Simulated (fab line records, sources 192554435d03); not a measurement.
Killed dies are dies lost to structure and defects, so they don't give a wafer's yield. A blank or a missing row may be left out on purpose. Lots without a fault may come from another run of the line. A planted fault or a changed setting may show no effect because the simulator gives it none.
A struck lot beside a sound one | flow n5_finfet | 35 steps out of a route of 1938
Sound: wafers L664.2, L664.4, L664.5. Struck: wafer L653.2. (L653.1, L653.6 of the same lot were not struck and are left out.) The cause comes at the end.
At each step with rows: each side's tool, then ch and its chambers, then its first start. Under that, the readings that differ: sound wafers | struck wafers | difference of the means | sigmas: that difference in standard deviations of wafers without a fault.
alike: readings whose means differ by less than 2 such deviations, and words and numbers that are the same on both sides. not compared: withheld readings, readings that some wafer has no value for, bounds like >300 that may hide the same value, and numbers for which the record gives no deviation and whose values overlap.
The two part at a step that has a row with sigmas, a row that says differs or no value, or rows on one side only. Numbers that don't overlap but have no deviation are shown without sigmas and don't part them. A reading that every wafer of one side lacks parts them only if that side has two wafers or more.

first, 9 steps without rows for these wafers: N5_GATE_CUT_DEVELOP_12 (develop time 30 s); N5_GATE_CUT_DESCUM_18 (chemistry O2, time 7 s); N5_GATE_CUT_ETCH_28 (etches underlayer in N2/H2, target depth 13 nm, time 10.4 s); N5_GATE_CUT_ETCH_36 (etches SiARC in CF4, target depth 13 nm, time 21.7 s); N5_GATE_CUT_ETCH_37 (etches SOC in N2/H2, target depth 60 nm, overetch 12 nm, time 90 s); N5_GATE_CUT_STRIP_38 (strips in N2/H2); N5_GATE_CUT_STRIP_39 (strips in N2/H2); N5_GATE_CUT_HM_OPEN_40 (chemistry C4F6/O2, target SiO2, target depth 139 nm, time 85.1 s); N5_GATE_CUT_STRIP_41 (strips in CF4).
N5_GATE_CUT_STRIP_42: strips in O2.
  sound on rie_diel-05 ch 1,2,3, day 10 17:17; struck on rie_diel-05 ch 0, day 7 22:33
  alike: drypump_motor_current_A, oes_product_au, rf_vpp_V, showerhead_plenum_p_Torr, temp_c, throttle_valve_pct
  not compared: rf_hours_counter_h
then, 24 steps without rows for these wafers: N5_GATE_CUT_ETCH_19 (etches SiNx in CH3F/O2, target depth 53.7 nm, time 76.7 s); N5_GATE_CUT_CUT_ETCH_53 (etches W in SF6/Cl2, target depth 79.2 nm); N5_GATE_CUT_CUT_ETCH_54 (etches TiN in Cl2/BCl3, target depth 96.7 nm); N5_GATE_CUT_CUT_ETCH_55 (etches HfO2 in BCl3, target depth 3.2 nm); N5_GATE_CUT_ETCH_47 (etches SiO2 in Cl2/BCl3, target depth 10 nm); N5_GATE_CUT_VAPOR_ETCH_48 (etches TiN in BCl3/Cl2); N5_GATE_CUT_VAPOR_ETCH_49 (etches TiAlC in BCl3/Cl2); N5_GATE_CUT_VAPOR_ETCH_51 (etches HfO2 in BCl3/Cl2); N5_GATE_CUT_STRIP_21 (strips in N2/H2, time 30 s); N5_GATE_CUT_STRIP_29 (strips in post etch residue remover, time 60 s); N5_GATE_CUT_SRD_52 (time 30 s); N5_GATE_CUT_ALD_22 (deposits SiNx, target thk 16 nm, pulse time 1 s, ald cycles 320); N5_GATE_CUT_CMP_23 (polishes, stops on SiO2, t overpolish 23.4 s, target thk 16 nm); N5_GATE_CUT_CMP_43 (polishes SiO2); N5_GATE_CUT_CMP_61 (polishes, stops on SiNx, t overpolish 3 s); N5_MOL_CONTACT_COAG_COAT_103 (time 60 s, resist thk 80 nm); N5_MOL_CONTACT_COAG_COAT_104 (time 60 s, resist thk 12 nm); N5_MOL_CONTACT_COAG_COAT_58 (time 60 s, resist thk 10 nm); N5_MOL_CONTACT_COAG_COAT_02 (resist thk 30 nm); N5_MOL_CONTACT_COAG_EBR_04; N5_MOL_CONTACT_COAG_SOFTBAKE_03 (time 60 s); N5_MOL_CONTACT_COAG_EXPOSE_05 (exposes mask CA, defocus 0 nm); N5_MOL_CONTACT_COAG_PEB_06 (peb time 60 s); N5_MOL_CONTACT_COAG_DEVELOP_07 (develop time 30 s).
-- the record jumps here: 11 days lie between the struck wafers' starts before and after (it left off in module MOL_CONTACT_COAG and takes up again in module PASSIVATION, whose first step shown is number 1936 of the route) --
N5_PASSIVATION_PROBE_49:
  the record has rows for the struck wafers here (prober-02, day 19 10:09) and none for the sound ones

WHERE THEY PART
Only at N5_PASSIVATION_PROBE_49, within this record.

WHY: what the simulator had put in
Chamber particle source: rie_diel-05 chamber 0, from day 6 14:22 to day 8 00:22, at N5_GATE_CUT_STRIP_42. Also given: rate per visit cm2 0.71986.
